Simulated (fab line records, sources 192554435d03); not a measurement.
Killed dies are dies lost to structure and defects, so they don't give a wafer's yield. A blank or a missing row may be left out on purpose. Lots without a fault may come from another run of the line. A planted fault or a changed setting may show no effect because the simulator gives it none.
Which tool did it? | flow n5_finfet | 24 lots, 72 wafers sampled, at 3 steps of a route of 1938

WHAT THE GAUGES READ, wafer by wafer
N5_BEOL_M14_INSPECT_55: inspects for defects (darkfield). Usual: raw_defect_count 68, standard deviation 22.
lot  | measured     | on                | raw_defect_count | flag
L074 | day 10 17:00 | defect_inspect-01 | 62 49 69         |
L076 | day 10 22:46 | defect_inspect-02 | 80 120 77        |
L075 | day 11 00:01 | defect_inspect-02 | 58 44 72         |
L077 | day 11 19:41 | defect_inspect-01 | 46 55 84         |
L080 | day 11 21:47 | defect_inspect-02 | 62 71 49         |
L079 | day 12 02:51 | defect_inspect-01 | 44 72 55         |
L078 | day 12 05:15 | defect_inspect-01 | 75 61 99         |
L081 | day 12 12:41 | defect_inspect-02 | 57 43 88         |
L083 | day 12 18:00 | defect_inspect-01 | 53 39 35         |
L082 | day 12 20:50 | defect_inspect-01 | 84 87 64         |
L084 | day 12 21:29 | defect_inspect-01 | 95 81 99         |
L085 | day 13 09:14 | defect_inspect-01 | 35 48 30         |
L086 | day 13 16:58 | defect_inspect-01 | 90 63 72         |
L087 | day 13 19:44 | defect_inspect-01 | 54 69 55         |
L088 | day 14 10:10 | defect_inspect-02 | 63 71 62         |
L090 | day 14 12:09 | defect_inspect-02 | 51 75 73         |
L091 | day 14 17:45 | defect_inspect-01 | 47 68 48         |
L089 | day 14 19:19 | defect_inspect-02 | 78 49 88         |
L092 | day 14 20:53 | defect_inspect-02 | 55 67 45         |
L093 | day 15 00:58 | defect_inspect-01 | 44 68 42         |
L094 | day 15 04:02 | defect_inspect-02 | 79 93 54         |
L095 | day 16 06:44 | defect_inspect-01 | 127 59 104       |
L096 | day 16 07:01 | defect_inspect-01 | 53 99 65         |
L097 | day 16 20:28 | defect_inspect-02 | 69 124 50        |

N5_BEOL_M15_OVL_MEAS_11. Usual: V14_OVL 1 nm, standard deviation 5.2.
lot  | measured     | on         | V14_OVL (nm) | flag
L074 | day 10 17:37 | overlay-02 | 0 1 6        |
L076 | day 10 23:23 | overlay-02 | 0 3 4        |
L075 | day 11 00:38 | overlay-02 | -1 -1 4      |
L077 | day 11 20:19 | overlay-02 | 3 -6 -1      |
L080 | day 11 22:31 | overlay-01 | 3 3 -1       |
L079 | day 12 03:35 | overlay-01 | 5 -2 -1      |
L078 | day 12 05:52 | overlay-01 | -5 -2 0      |
L081 | day 12 13:19 | overlay-01 | 7 2 3        |
L083 | day 12 18:37 | overlay-02 | -2 -6 2      |
L082 | day 12 21:35 | overlay-02 | -2 4 3       |
L084 | day 12 22:14 | overlay-01 | 1 2 2        |
L085 | day 13 09:59 | overlay-02 | 2 4 -3       |
L086 | day 13 17:43 | overlay-02 | -1 3 0       |
L087 | day 13 20:21 | overlay-01 | 1 2 1        |
L088 | day 14 10:47 | overlay-01 | -5 -3 -4     |
L090 | day 14 12:46 | overlay-01 | 2 11 1       |
L091 | day 14 18:29 | overlay-02 | 9 8 -1       |
L089 | day 14 19:56 | overlay-02 | -3 -2 -5     |
L092 | day 14 21:44 | overlay-01 | -10 -11 -12  |
L093 | day 15 01:45 | overlay-01 | 13 10 -2     |
L094 | day 15 04:39 | overlay-02 | 11 -3 -4     |
L095 | day 16 07:22 | overlay-02 | 5 10 5       |
L096 | day 16 07:38 | overlay-01 | 5 7 -1       |
L097 | day 16 21:05 | overlay-01 | 12 -1 5      |

N5_BEOL_M15_INSPECT_30: inspects for defects (macro). Usual: raw_defect_count 2.1, standard deviation 1.5.
lot  | measured     | on                | raw_defect_count | flag
L074 | day 10 19:11 | defect_inspect-02 | 1 1 2            |
L076 | day 11 00:59 | defect_inspect-02 | 5 1 1            |
L075 | day 11 02:07 | defect_inspect-02 | 0 0 4            |
L077 | day 11 21:48 | defect_inspect-01 | 1 1 1            |
L080 | day 12 00:01 | defect_inspect-01 | 3 1 2            |
L079 | day 12 05:11 | defect_inspect-02 | 2 1 2            |
L078 | day 12 07:29 | defect_inspect-01 | 1 2 2            |
L081 | day 12 15:21 | defect_inspect-02 | 1 2 4            |
L083 | day 12 20:06 | defect_inspect-01 | 5 3 4            |
L082 | day 12 23:04 | defect_inspect-02 | 2 1 2            |
L084 | day 12 23:50 | defect_inspect-02 | 1 4 4            |
L085 | day 13 12:05 | defect_inspect-02 | 3 0 2            |
L086 | day 13 19:12 | defect_inspect-02 | 4 0 2            |
L087 | day 13 22:31 | defect_inspect-02 | 1 3 2            |
L088 | day 14 12:25 | defect_inspect-01 | 1 1 1            |
L090 | day 14 14:32 | defect_inspect-01 | 3 3 0            |
L091 | day 14 20:16 | defect_inspect-02 | 3 1 6            |
L089 | day 14 21:26 | defect_inspect-01 | 2 1 2            |
L092 | day 14 23:20 | defect_inspect-01 | 2 5 0            |
L093 | day 15 03:14 | defect_inspect-02 | 1 1 4            |
L094 | day 15 06:08 | defect_inspect-02 | 3 5 2            |
L095 | day 16 08:55 | defect_inspect-01 | 1 0 3            |
L096 | day 16 09:24 | defect_inspect-01 | 1 3 0            |
L097 | day 16 22:44 | defect_inspect-02 | 4 6 3            |

WHICH TOOL RAN EACH LOT (tool, then ch and the chambers of the sampled wafers, then the start)
The record holds no process step before these readings.

WHAT THE TOOLS THEMSELVES READ (means of the sampled wafers that have a number; where no wafer has one, the mark that the record gives instead)
The record holds no such reading with a usual standard deviation.

THE ANSWER, worked out from the rows above alone
Rule: a lot is off if the mean of its wafers that have a number lies more than 3 standard deviations from the usual mean. A lot without any number at a reading at which 4 lots or more have one is off too. The other lots that the step has rows for count as sound. The gauges are gone through in route order, then the tools' own readings, and for those a lot's mean is taken as printed above. The first step at which some lot is off is used, and at that step the reading that is off furthest; a lot without a number counts as furthest.
No lot is off at any reading shown: from this, nothing can be told.

WHAT THE SIMULATOR HAD PUT IN
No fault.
